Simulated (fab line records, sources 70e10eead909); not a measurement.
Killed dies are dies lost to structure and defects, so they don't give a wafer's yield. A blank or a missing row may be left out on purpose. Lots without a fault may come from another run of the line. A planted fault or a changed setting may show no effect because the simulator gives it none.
fab line records | flow nand_harc
record lots=6 wafers=18 last_day=34
route steps=1302 shown A_BLC@1114 END@1302
lots that met no fault: from a run of the same line without faults
start_h: hours from the record's first day to the start of the lot's first wafer shown | wait_h: hours since the lot's step before | " the same as in the row above | L1.1+2: a row that stands for several wafers | - no value, or no start given | * or withheld: withheld | < > ~ a bound
route shown NAME@n: a module of which the file shows steps, and the number in the route of the first | usual: mean/standard deviation of fault-free wafers | same: alike in all rows | chamber/n: place in a boat | sites: the reading at each site | _std_site: their standard deviation | _edge_site: outer sites' mean less inner sites' | radius_mm: how far each site lies from the wafer's centre | mask NAME#n: copy n | behind: the tool/chamber that last shaped the wafer | hold: why the lot was held/for how many hours/how that ended | device: the transistor (n, p or np) that didn't switch | end of line: the same wafers' tests at the end of the route | a step without rows: its recipe alone | killed: dies lost to structure and defects at the first sort, not the wafer's yield | map: a wafer's dies, x killed, . not, _ none there
set.NAME: the setting as run; set.NAME@STEP: as run at that earlier step | model.NAME: the simulator's own value behind a step, which no gauge read
lots at some steps of the route; a table a step, a row a wafer
services: from which hour (start_h, from the record's first day; less than 0 if before it) a tool's chamber was out of use, for how many hours, and why
## steps
# step NHARC_A_BLC_EXPOSE_07
# recipe na=1.35 target_cd_nm=100 dose_mj=67.97 mask_id=A_BLC
# step NHARC_A_BLC_PEB_08
# recipe peb_temp_c=100 peb_time_s=65
# step NHARC_A_BLC_DEVELOP_09
# recipe develop_time_s=35 dev_temp_c=23
# step NHARC_A_BLC_CD_MEAS_10
# recipe target_cd_nm=100 landing_energy_ev=500
# usual cd_nm=100.1/0.61
# columns lot.wafer tool chamber start_h wait_h cd_nm
L991.1 cd_sem-03 0 632.39 - 100.7
L991.2 " 0 " " 100.8
L991.4 " 0 " " 100.1
L992.1 cd_sem-01 0 650.08 - 99.8
L992.2 " 0 " " 101.4
L992.5 " 0 " " 100.0
L993.1 cd_sem-01 0 677.99 - 100.9
L993.4 " 0 " " 100.8
L993.5 " 0 " " 101.0
L995.1 cd_sem-01 0 700.50 - 100.2
L995.4 " 0 " " 100.0
L995.5 " 0 " " 99.5
L999.3 cd_sem-03 0 742.78 - 100.4
L999.4 " 0 " " 99.9
L999.6 " 0 " " 100.1
L101.1 cd_sem-01 0 749.90 - 99.8
L101.3 " 0 " " 99.2
L101.4 " 0 " " 99.5
# step NHARC_A_BLC_OVL_MEAS_11
# usual overlay_x_nm=0.1/0.75 overlay_y_nm=0.2/0.97
# columns lot.wafer tool chamber start_h wait_h overlay_x_nm overlay_y_nm
L991.1 overlay-02 - 632.48 - 1.0 -1.2
L991.2 " - " " 1.1 -1.1
L991.4 " - " " 0.5 -1.5
L992.1 overlay-01 - 650.17 - -0.2 0.7
L992.2 " - " " -0.4 1.0
L992.5 " - " " -0.7 1.4
L993.1 overlay-01 - 678.08 - 1.9 0.9
L993.4 " - " " 1.5 1.6
L993.5 " - " " 1.4 1.0
L995.1 overlay-02 - 700.59 - -0.5 0.7
L995.4 " - " " -0.3 0.4
L995.5 " - " " -0.9 0.3
L999.3 overlay-01 - 742.86 - -0.5 1.9
L999.4 " - " " -0.2 1.3
L999.6 " - " " -0.2 2.4
L101.1 overlay-02 - 749.99 - -1.0 1.1
L101.3 " - " " -1.2 1.6
L101.4 " - " " -0.6 1.6
# step NHARC_A_BLC_INSPECT_12
# usual raw_defect_count=92/30
# columns lot.wafer tool chamber start_h wait_h raw_defect_count
L991.1 defect_inspect-01 - 632.51 0.0 84
L991.2 " - " " 91
L991.4 " - " " 85
L992.1 defect_inspect-02 - 650.20 0.0 26
L992.2 " - " " 32
L992.5 " - " " 24
L993.1 defect_inspect-01 - 678.11 0.0 90
L993.4 " - " " 85
L993.5 " - " " 79
L995.1 defect_inspect-01 - 700.63 0.0 110
L995.4 " - " " 100
L995.5 " - " " 94
L999.3 defect_inspect-01 - 742.90 0.0 74
L999.4 " - " " 64
L999.6 " - " " 70
L101.1 defect_inspect-01 - 750.03 0.0 114
L101.3 " - " " 96
L101.4 " - " " 97
# step NHARC_A_BLC_DESCUM_15
# recipe time_s=3 o2_flow_sccm=200 ar_flow_sccm=0 bias_power_w=0 chemistry=O2
# usual drypump_motor_current_A=5.8/0.43 oes_product_au=1.000/0.01 rf_vpp_V=57.9/0.88 showerhead_plenum_p_Torr=1.97/0.072 throttle_valve_pct=11.312/0.0085
# columns lot.wafer tool chamber start_h wait_h drypump_motor_current_A oes_product_au rf_hours_counter_h rf_vpp_V showerhead_plenum_p_Torr throttle_valve_pct
L991.2 rie_diel-13 2 632.58 0.1 5.7 1.005 34 57.0 1.95 11.310
L991.1 " 3 " " 6.4 0.999 34 56.6 2.06 11.308
L991.4 " 1 " " 5.1 0.992 28 58.8 2.03 11.301
L992.2 rie_diel-10 2 650.26 0.1 5.6 1.002 4 59.7 1.98 11.295
L992.1 " 0 " " 6.5 1.002 2 58.0 1.86 11.297
L992.5 " 3 " " 5.4 0.987 - 56.9 2.00 11.317
L993.1 rie_diel-10 0 678.18 0.1 6.5 0.999 4 57.1 1.86 11.309
L993.4 " 2 " " 5.7 1.019 6 59.3 1.98 11.318
L993.5 " 0 " " 6.5 1.001 - 59.1 1.86 11.312
L995.1 rie_diel-07 1 700.69 0.1 5.7 1.001 2 58.6 1.98 11.304
L995.4 " 1 " " 5.7 0.998 - 58.4 1.98 11.305
L995.5 " 2 " " 5.0 1.006 - 58.7 2.05 11.300
L999.3 rie_diel-07 1 742.96 0.1 5.7 1.003 5 59.5 1.98 11.308
L999.4 " 0 " " 6.0 0.993 3 57.7 1.94 11.318
L999.6 " 1 " " 5.7 1.009 - 57.8 1.98 11.302
L101.3 rie_diel-13 2 750.09 0.1 5.6 0.997 12 57.3 1.94 11.306
L101.4 " 3 " " 6.4 0.993 11 59.0 2.05 11.325
L101.1 " 0 " " 6.1 1.004 12 58.9 1.87 11.311
# step NHARC_A_BLC_ETCH_16
# recipe target_depth_a=390 over_etch_frac=0.3 time_s=65 ion_energy_ev=80 cf4_flow_sccm=150 ar_flow_sccm=0 rf_w=300 bias_w=100 chemistry=CF4
# usual drypump_motor_current_A=5.8/0.44 oes_product_au=1.001/0.0099 rf_vpp_V=151.7/1.2 showerhead_plenum_p_Torr=1.82/0.064 throttle_valve_pct=13.284/0.0089
# columns lot.wafer tool chamber start_h wait_h drypump_motor_current_A oes_product_au rf_hours_counter_h rf_vpp_V showerhead_plenum_p_Torr throttle_valve_pct
L991.1 rie_diel-13 3 632.71 0.1 6.4 1.016 34 151.7 1.90 13.296
L991.4 " 1 " " 5.1 0.992 28 153.6 1.87 13.281
L991.2 " 2 " " 5.6 1.011 34 150.8 1.80 13.281
L992.2 rie_diel-10 1 650.35 0.1 5.9 0.982 4 149.5 1.65 13.281
L992.1 " 0 " " 6.5 0.993 2 150.3 1.73 13.276
L992.5 " 1 " " 5.9 0.975 - 148.9 1.65 13.283
L993.4 rie_diel-10 3 678.27 0.1 5.4 0.982 5 153.1 1.85 13.298
L993.1 " 0 " " 6.5 0.997 4 150.8 1.73 13.291
L993.5 " 2 " " 5.6 1.001 - 153.2 1.82 13.299
L995.1 rie_diel-07 3 700.81 0.1 6.2 1.004 2 152.4 1.85 13.287
L995.5 " 1 " " 5.7 0.997 - 152.2 1.83 13.281
L995.4 " 2 " " 5.0 1.006 - 151.5 1.88 13.260
L999.3 rie_diel-07 3 743.05 0.1 6.2 1.006 4 153.2 1.85 13.282
L999.4 " 1 " " 5.7 1.018 5 150.1 1.83 13.279
L999.6 " 3 " " 6.2 0.999 - 152.4 1.85 13.266
L101.1 rie_diel-13 3 750.18 0.1 6.4 0.990 11 151.5 1.89 13.294
L101.3 " 0 " " 6.1 1.001 12 149.8 1.73 13.279
L101.4 " 1 " " 5.1 1.006 13 151.6 1.86 13.282
# step NHARC_A_BLC_ETCH_17
# recipe target_depth_a=3900 over_etch_frac=0.25 time_s=609.38 ion_energy_ev=200 n2_flow_sccm=150 h2_flow_sccm=150 ar_flow_sccm=0 rf_w=400 bias_w=150 chemistry=N2/H2
# usual drypump_motor_current_A=5.8/0.42 oes_product_au=1.000/0.0094 rf_vpp_V=432.2/2.2 showerhead_plenum_p_Torr=2.10/0.076 throttle_valve_pct=14.172/0.0097
# columns lot.wafer tool chamber start_h wait_h drypump_motor_current_A oes_product_au rf_hours_counter_h rf_vpp_V showerhead_plenum_p_Torr throttle_valve_pct
L991.2 rie_diel-13 2 - - 5.6 1.003 34 432.0 2.08 14.159
L991.1 " 3 " " 6.4 1.005 34 434.6 2.21 14.169
L991.4 " 1 " " 5.1 0.996 28 433.2 2.17 14.166
L992.1 rie_diel-10 2 - - 5.7 1.005 4 431.9 2.11 14.176
L992.2 " 0 " " 6.5 1.002 2 429.2 1.98 14.151
L992.5 " 2 " " 5.6 1.001 - 432.9 2.11 14.164
L993.1 rie_diel-10 2 - - 5.7 1.007 6 431.8 2.11 14.176
L993.4 " 2 " " 5.6 1.005 - 434.1 2.11 14.157
L993.5 " 0 " " 6.5 0.999 - 428.4 1.98 14.163
L995.1 rie_diel-07 3 - - 6.2 0.993 2 433.9 2.14 14.166
L995.5 " 2 " " 5.0 1.012 - 434.6 2.19 14.188
L995.4 " 1 " " 5.7 0.997 - 431.9 2.11 14.165
L999.3 rie_diel-07 2 - - 5.0 1.017 5 433.9 2.18 14.170
L999.4 " 3 " " 6.2 1.005 5 433.3 2.14 14.179
L999.6 " 1 " " 5.7 1.014 - 432.8 2.11 14.183
L101.3 rie_diel-13 2 - - 5.6 1.005 12 431.6 2.07 14.176
L101.1 " 3 " " 6.4 1.011 11 434.8 2.19 14.171
L101.4 " 1 " " 5.1 1.014 13 433.2 2.16 14.164
# step NHARC_A_BLC_ETCH_18
# recipe target_depth_a=9100 c4f8_flow_sccm=20 o2_flow_sccm=10 ar_flow_sccm=withheld rf_w=600 bias_w=1500 chemistry=C4F8/O2/Ar
# usual oes_product_au=0.944/0.024 rf_vpp_V=982/4.9
# columns lot.wafer tool chamber start_h wait_h oes_product_au rf_hours_counter_h rf_vpp_V
L991.2 rie_diel-13 0 - - 0.943 31 976
L991.4 " 1 " " 0.916 29 987
L991.1 " 2 " " 0.928 35 980
L992.1 rie_diel-10 1 - - 0.961 4 967
L992.2 " 3 " " 0.948 3 986
L992.5 " 1 " " 0.967 - 969
L993.1 rie_diel-10 2 - - 0.928 7 982
L993.5 " 2 " " 0.920 - 983
L993.4 " 0 " " 0.919 - 974
L995.1 rie_diel-07 3 - - 0.970 3 984
L995.5 " 2 " " 0.974 - 987
L995.4 " 3 " " 0.966 - 984
L999.3 rie_diel-07 1 - - 0.970 5 984
L999.4 " 2 " " 0.989 5 987
L999.6 " 1 " " 0.974 - 983
L101.3 rie_diel-13 0 - - 0.984 12 975
L101.4 " 2 " " 0.967 12 980
L101.1 " 3 " " 0.960 11 988
# step NHARC_A_BLC_CD_MEAS_19
# usual cd_nm=99.9/2.1
# columns lot.wafer tool chamber start_h wait_h cd_nm
L991.1 cd_sem-01 - 633.61 - 101.9
L991.2 " - " " 102.0
L991.4 " - " " 103.6
L992.1 cd_sem-02 - 651.24 - 99.0
L992.2 " - " " 104.7
L992.5 " - " " 101.6
L993.1 cd_sem-02 - 679.64 - 101.5
L993.4 " - " " 99.6
L993.5 " - " " 99.8
L995.1 cd_sem-02 - 701.83 - 99.5
L995.4 " - " " 99.2
L995.5 " - " " 99.5
L999.3 cd_sem-01 - 743.93 - 99.7
L999.4 " - " " 97.7
L999.6 " - " " 98.8
L101.1 cd_sem-01 - 751.06 - 96.9
L101.3 " - " " 95.9
L101.4 " - " " 97.9
# step NHARC_A_BLC_STRIP_29
# recipe cf4_flow_sccm=150 ar_flow_sccm=0 bias_w=0 chemistry=CF4
# usual cf4_flow_sccm=150.0/0.44 drypump_motor_current_A=5.7/0.41 oes_product_au=1.000/0.0092 rf_vpp_V=59.6/0.85 showerhead_plenum_p_Torr=1.82/0.06 throttle_valve_pct=13.284/0.0098
# same bias_w=0
# columns lot.wafer tool chamber start_h wait_h cf4_flow_sccm drypump_motor_current_A oes_product_au rf_hours_counter_h rf_vpp_V showerhead_plenum_p_Torr throttle_valve_pct
L991.1 rie_diel-10 2 633.69 0.1 149.6 5.6 0.998 3 59.7 1.82 13.278
L991.2 " 3 " " 150.0 5.4 0.985 3 59.1 1.85 13.279
L991.4 " 0 " " 149.9 6.5 0.990 1 60.4 1.73 13.289
L992.2 rie_diel-13 3 651.32 0.1 149.6 6.4 0.998 41 61.2 1.90 13.283
L992.1 " 2 " " 150.4 5.6 1.003 41 60.1 1.80 13.296
L992.5 " 3 " " 149.6 6.4 1.004 - 59.5 1.90 13.284
L993.1 rie_diel-07 2 679.71 0.1 150.2 5.0 1.006 1 60.1 1.88 13.304
L993.4 " 2 " " 150.0 5.0 1.005 - 59.7 1.88 13.278
L993.5 " 1 " " 150.3 5.7 1.004 - 59.7 1.83 13.280
L995.1 rie_diel-10 0 701.94 0.1 150.2 6.5 0.999 6 61.2 1.72 13.282
L995.5 " 2 " " 150.6 5.6 1.002 - 59.9 1.82 13.280
L995.4 " 0 " " 150.6 6.5 0.996 - 60.3 1.72 13.267
L999.4 rie_diel-07 1 744.00 0.1 149.5 5.7 1.012 5 60.5 1.83 13.252
L999.3 " 3 " " 149.9 6.2 0.998 5 61.1 1.85 13.275
L999.6 " 1 " " 149.8 5.7 1.010 - 60.5 1.83 13.266
L101.3 rie_diel-07 0 751.13 0.1 150.7 6.0 0.982 4 59.3 1.80 13.287
L101.4 " 1 " " 149.8 5.7 1.016 5 58.1 1.83 13.271
L101.1 " 3 " " 150.0 6.2 0.989 5 57.6 1.85 13.282
# step NHARC_A_BLC_STRIP_21
# recipe o2_flow_sccm=500 ar_flow_sccm=0 bias_w=0 chemistry=O2
# usual bias_w=0/0 chamber_pressure_mTorr=60.01/0.052 drypump_motor_current_A=5.8/0.43 oes_product_au=1.000/0.0096 rf_vpp_V=58.0/0.89 showerhead_plenum_p_Torr=3.61/0.13 throttle_valve_pct=17.036/0.0093
# columns lot.wafer tool chamber start_h wait_h bias_w chamber_pressure_mTorr drypump_motor_current_A oes_product_au rf_hours_counter_h rf_vpp_V showerhead_plenum_p_Torr throttle_valve_pct
L991.1 rie_diel-10 3 633.79 0.1 - - - - - - - -
L991.2 " 1 " " - - - - - - - -
L991.4 " 2 " " - - - - - - - -
L992.1 rie_diel-13 2 651.42 0.1 - - - - - - - -
L992.2 " 1 " " - - - - - - - -
L992.5 " 2 " " - - - - - - - -
L993.1 rie_diel-07 2 679.84 0.1 0 59.98 5.0 1.002 1 58.2 3.76 17.044
L993.5 " 0 " " 0 59.97 6.0 0.996 - 58.7 3.58 17.027
L993.4 " 1 " " 0 60.02 5.7 1.014 - 57.1 3.64 17.037
L995.1 rie_diel-10 0 702.06 0.1 0 60.05 6.5 1.000 6 57.6 3.44 17.031
L995.5 " 1 " " 0 59.98 5.9 0.991 - 57.6 3.29 17.037
L995.4 " 0 " " 0 60.06 6.5 0.997 - 58.3 3.44 17.034
L999.3 rie_diel-07 3 744.12 0.1 0 60.06 6.2 0.995 5 57.5 3.68 17.054
L999.4 " 0 " " 0 60.01 6.0 0.985 4 57.9 3.58 17.043
L999.6 " 2 " " 0 60.08 5.0 1.010 - 58.6 3.75 17.035
L101.3 rie_diel-07 1 751.24 0.1 0 59.95 5.7 1.014 5 58.8 3.64 17.026
L101.1 " 2 " " 0 60.10 5.1 1.011 5 58.4 3.75 17.021
L101.4 " 3 " " 0 60.07 6.2 1.009 5 58.5 3.68 17.048
# step NHARC_A_BLC_STRIP_22
# recipe time_s=600 temp_c=30 chemistry=post_etch_residue_remover
# step NHARC_END_SORT_01
# recipe temp_c=25
# usual killed_at_array=52/17 killed_at_other=0.9/1.2 killed_at_periphery=3.9/2.7 killed_dies=57/16 killed_open=3.3/1.9 killed_short=2.5/1.5
# same gross_dies=677
# columns lot.wafer tool chamber start_h wait_h killed_at_array killed_at_other killed_at_periphery killed_dies killed_open killed_short
L991.1 prober-01 0 677.50 2.5 673 1 3 677 4 3
L991.2 prober-01 0 678.31 2.8 671 6 0 677 3 1
L991.4 prober-01 0 679.94 3.4 669 2 6 677 2 0
L992.1 prober-02 0 696.18 2.5 672 0 5 677 5 1
L992.2 prober-02 0 696.97 2.8 670 1 6 677 3 5
L992.5 prober-02 0 699.36 3.7 674 0 3 677 1 3
# killed by level:class
L991.1 A_BLC:area_strip=615 A_CHANNEL_HOLE_D1:chamber_film_flake=30 A_CHANNEL_HOLE_D2:chamber_film_flake=16 A_SLIT:chamber_film_flake=2 A_CONTACT:chamber_film_flake=2 P_GATE:geometric_particle:open=1 P_M0:geometric_particle:open=1 A_ONON_D1:geometric_particle:open=1
L991.2 A_BLC:area_strip=616 A_CHANNEL_HOLE_D1:chamber_film_flake=37 A_CHANNEL_HOLE_D2:chamber_film_flake=6 THIN_TSV:chamber_film_flake=5 A_CONTACT:chamber_film_flake=5 A_SLIT:chamber_film_flake=4 A_DECK1_JOINT:geometric_particle:short=1 A_CHANNEL_FILL_D2:geometric_particle:open=1
L991.4 A_BLC:area_strip=604 A_CHANNEL_HOLE_D1:chamber_film_flake=32 A_CHANNEL_HOLE_D2:chamber_film_flake=18 A_SLIT:chamber_film_flake=8 A_CONTACT:chamber_film_flake=3 P_STI:chamber_film_flake=2 P_M1:chamber_film_flake=2 THIN_TSV:chamber_film_flake=2
L992.1 A_BLC:area_strip=651 A_CHANNEL_HOLE_D1:chamber_film_flake=4 A_CONTACT:chamber_film_flake=3 P_BONDPAD:chamber_film_flake=2 A_CHANNEL_FILL_D1:chamber_film_flake=2 A_STAIRCASE:chamber_film_flake=2 A_SLIT:chamber_film_flake=2 A_WL_FILL:chamber_film_flake=2
L992.2 A_BLC:area_strip=640 A_CHANNEL_HOLE_D1:chamber_film_flake=14 P_BONDPAD:chamber_film_flake=3 A_STAIRCASE:chamber_film_flake=3 A_SLIT:chamber_film_flake=3 A_WL_FILL:chamber_film_flake=3 A_CHANNEL_FILL_D1:geometric_particle:short=2 P_CONTACT:geometric_particle:open=1
L992.5 A_BLC:area_strip=654 A_CHANNEL_HOLE_D1:chamber_film_flake=5 A_STAIRCASE:chamber_film_flake=3 A_CONTACT:chamber_film_flake=3 A_WL_FILL:chamber_film_flake=2 A_CHANNEL_HOLE_D1:geometric_particle:short=1 A_CHANNEL_FILL_D1:geometric_particle:short=1 A_CHANNEL_HOLE_D2:geometric_particle:short=1
# map L991.1 (x killed, . not)
____________x____________
_________xxxxxxx_________
_______xxxxxxxxxxx_______
______xxxxxxxxxxxxx______
_____xxxxxxxxxxxxxxx_____
____xxxxxxxxxxxxxxxxx____
____xxxxxxxxxxxxxxxxx____
___xxxxxxxxxxxxxxxxxxx___
___xxxxxxxxxxxxxxxxxxx___
__xxxxxxxxxxxxxxxxxxxxx__
__xxxxxxxxxxxxxxxxxxxxx__
_xxxxxxxxxxxxxxxxxxxxxxx_
_xxxxxxxxxxxxxxxxxxxxxxx_
_xxxxxxxxxxxxxxxxxxxxxxx_
_xxxxxxxxxxxxxxxxxxxxxxx_
_xxxxxxxxxxxxxxxxxxxxxxx_
xxxxxxxxxxxxxxxxxxxxxxxxx
xxxxxxxxxxxxxxxxxxxxxxxxx
xxxxxxxxxxxxxxxxxxxxxxxxx
xxxxxxxxxxxxxxxxxxxxxxxxx
xxxxxxxxxxxxxxxxxxxxxxxxx
_xxxxxxxxxxxxxxxxxxxxxxx_
_xxxxxxxxxxxxxxxxxxxxxxx_
_xxxxxxxxxxxxxxxxxxxxxxx_
_xxxxxxxxxxxxxxxxxxxxxxx_
_xxxxxxxxxxxxxxxxxxxxxxx_
__xxxxxxxxxxxxxxxxxxxxx__
__xxxxxxxxxxxxxxxxxxxxx__
___xxxxxxxxxxxxxxxxxxx___
___xxxxxxxxxxxxxxxxxxx___
____xxxxxxxxxxxxxxxxx____
____xxxxxxxxxxxxxxxxx____
_____xxxxxxxxxxxxxxx_____
______xxxxxxxxxxxxx______
_______xxxxxxxxxxx_______
_________xxxxxxx_________
____________x____________
# map L992.1 (x killed, . not)
____________x____________
_________xxxxxxx_________
_______xxxxxxxxxxx_______
______xxxxxxxxxxxxx______
_____xxxxxxxxxxxxxxx_____
____xxxxxxxxxxxxxxxxx____
____xxxxxxxxxxxxxxxxx____
___xxxxxxxxxxxxxxxxxxx___
___xxxxxxxxxxxxxxxxxxx___
__xxxxxxxxxxxxxxxxxxxxx__
__xxxxxxxxxxxxxxxxxxxxx__
_xxxxxxxxxxxxxxxxxxxxxxx_
_xxxxxxxxxxxxxxxxxxxxxxx_
_xxxxxxxxxxxxxxxxxxxxxxx_
_xxxxxxxxxxxxxxxxxxxxxxx_
_xxxxxxxxxxxxxxxxxxxxxxx_
xxxxxxxxxxxxxxxxxxxxxxxxx
xxxxxxxxxxxxxxxxxxxxxxxxx
xxxxxxxxxxxxxxxxxxxxxxxxx
xxxxxxxxxxxxxxxxxxxxxxxxx
xxxxxxxxxxxxxxxxxxxxxxxxx
_xxxxxxxxxxxxxxxxxxxxxxx_
_xxxxxxxxxxxxxxxxxxxxxxx_
_xxxxxxxxxxxxxxxxxxxxxxx_
_xxxxxxxxxxxxxxxxxxxxxxx_
_xxxxxxxxxxxxxxxxxxxxxxx_
__xxxxxxxxxxxxxxxxxxxxx__
__xxxxxxxxxxxxxxxxxxxxx__
___xxxxxxxxxxxxxxxxxxx___
___xxxxxxxxxxxxxxxxxxx___
____xxxxxxxxxxxxxxxxx____
____xxxxxxxxxxxxxxxxx____
_____xxxxxxxxxxxxxxx_____
______xxxxxxxxxxxxx______
_______xxxxxxxxxxx_______
_________xxxxxxx_________
____________x____________
## services
# columns tool chamber start_h hours kind
rie_diel-13 - 618.06 1.2 repair
rie_diel-10 0 618.59 9.7 repair
rie_diel-07 0 627.61 - clean
rie_diel-07 1 627.61 - clean
rie_diel-07 2 627.61 - clean
rie_diel-07 3 627.61 - clean
rie_diel-10 3 638.93 8.3 repair
rie_diel-07 - 648.22 9.0 pm
rie_diel-07 0 648.22 9.0 vent_cycle
rie_diel-07 1 648.22 9.0 vent_cycle
rie_diel-07 2 648.22 9.0 vent_cycle
rie_diel-07 3 648.22 9.0 vent_cycle
rie_diel-07 0 657.22 - clean
rie_diel-07 1 657.22 - clean
rie_diel-07 2 657.22 - clean
rie_diel-07 3 657.22 - clean
rie_diel-07 3 675.86 4.0 repair
rie_diel-07 0 687.63 14.5 repair
rie_diel-07 1 692.77 5.0 repair
rie_diel-10 3 696.22 12.4 repair
rie_diel-13 - 699.82 9.0 pm
rie_diel-07 2 709.38 3.7 repair
rie_diel-10 3 713.10 5.8 repair
rie_diel-10 3 725.03 4.6 repair
## key
first_sign step=NHARC_A_BLC_STRIP_21 reading=tool_record direction=missing
effect step=NHARC_END_SORT_01 reading=killed_dies direction=up sigmas=38 usual=57 struck=677
more_kills_born_at NHARC_A_BLC_STRIP_21@rie_diel-13=1945 NHARC_A_BLC_STRIP_21@rie_diel-10=1835
met_at NHARC_A_BLC_STRIP_21
struck_wafers L991.1,L991.2,L991.4,L992.1,L992.2,L992.5
later_rows_left_out L991.1,L991.2,L991.4,L992.1,L992.2,L992.5
tester_left_out L991,L992
fault kind=skipped_step_whole tool=rie_diel-10,rie_diel-13 chamber=- onset_h=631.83 steps=NHARC_A_BLC_STRIP_21 scope=struck_lots_only
# tester_left_out: of these lots the tester's yield and bins aren't shown, on N5 and GAA mostly nor the transistor test; their killed dies are dies lost to structure and defects alone, not to doping, threshold or leakage, so they don't give the yield
# later_rows_left_out: the simulator's readings of these wafers behind a module that went badly wrong aren't trusted and aren't shown, but for the sort
